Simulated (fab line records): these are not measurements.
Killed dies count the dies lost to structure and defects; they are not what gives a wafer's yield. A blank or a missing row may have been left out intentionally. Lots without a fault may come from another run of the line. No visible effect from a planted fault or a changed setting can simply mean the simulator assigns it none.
Which tool did it? | flow nand-harc | 11 lots, 33 wafers sampled, at 2 steps of a route of 1159

## WHAT THE GAUGES SHOWED, per wafer
NHARC_A_CHANNEL_HOLE_D1_INSPECT_12.
lot  | measured     | on                | raw-defect-count
L734 | day 8 14:38  | defect-inspect-01 | 5 6 6
L733 | day 8 16:35  | defect-inspect-01 | 5 3 6
L735 | day 8 16:45  | defect-inspect-01 | 4 4 8
L736 | day 9 10:53  | defect-inspect-01 | 1 0 9
L740 | day 10 04:20 | defect-inspect-01 | 8 19 8
L746 | day 12 03:50 | defect-inspect-02 | 349 326 323
L749 | day 12 13:59 | defect-inspect-02 | 350 319 322
L752 | day 13 02:50 | defect-inspect-02 | 5 2 3
L753 | day 13 19:54 | defect-inspect-01 | 9 5 4
L754 | day 13 19:55 | defect-inspect-01 | 2 2 3
L755 | day 13 21:07 | defect-inspect-01 | 3 0 3

## WHAT TOOL EACH LOT RAN ON (gives the tool, then ch and the chambers of the sampled wafers, and finally the start)
lot  | NHARC_A_CHANNEL_HOLE_D1_DEP_00
L734 | acl-dep-01 ch 0, day 8 11:48
L733 | acl-dep-03 ch 0, day 8 14:08
L735 | acl-dep-01 ch 0, day 8 14:13
L736 | acl-dep-02 ch 0, day 9 08:34
L740 | acl-dep-03 ch 0, day 10 01:41
L746 | acl-dep-01 ch 0, day 12 01:41
L749 | acl-dep-01 ch 0, day 12 11:05
L752 | acl-dep-03 ch 0, day 13 00:22
L753 | acl-dep-02 ch 0, day 13 12:04
L754 | acl-dep-02 ch 0, day 13 13:20
L755 | acl-dep-02 ch 0, day 13 18:20
- NHARC_A_CHANNEL_HOLE_D1_DEP_00: deposits aC, target thk 3100 nm.

## THE ANSWER, worked out from the rows above alone
Rule: what is usual is taken from the lots themselves. The widest of any qualifying gaps counts: lots, ordered by their means at a reading, are off when they make up no more than a third of the lots, leave a main group of 4 or more, and stand apart from it by 3 or more times the standard deviation of that group's means. If all means in a main group match to the digits the tables above print for the reading, that group is not used. A lot without any number at a reading at which 4 lots or more have one is off too. The other lots that the step has rows for count as sound.
Off, at NHARC_A_CHANNEL_HOLE_D1_INSPECT_12 on raw-defect-count: L746, L749. The main group has a mean of 5 with a standard deviation of 2.7.
If a tool, at a process step before that reading, ran all the lots that are off and no sound lot after the first of them, it fits. The gauges at NHARC_A_CHANNEL_HOLE_D1_INSPECT_12 are tried like those tools. One fits: acl-dep-01 at NHARC_A_CHANNEL_HOLE_D1_DEP_00. A fault onset in the window from L735 (day 8 14:13, its last sound lot) to L746 (day 12 01:41, its first lot off) fits.

## WHAT WAS PUT IN BY THE SIMULATOR
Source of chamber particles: acl-dep-01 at NHARC_A_CHANNEL_HOLE_D1_DEP_00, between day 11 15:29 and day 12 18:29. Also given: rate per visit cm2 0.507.
Shown lots that were struck: L746, L749. Same finding as the rule above.
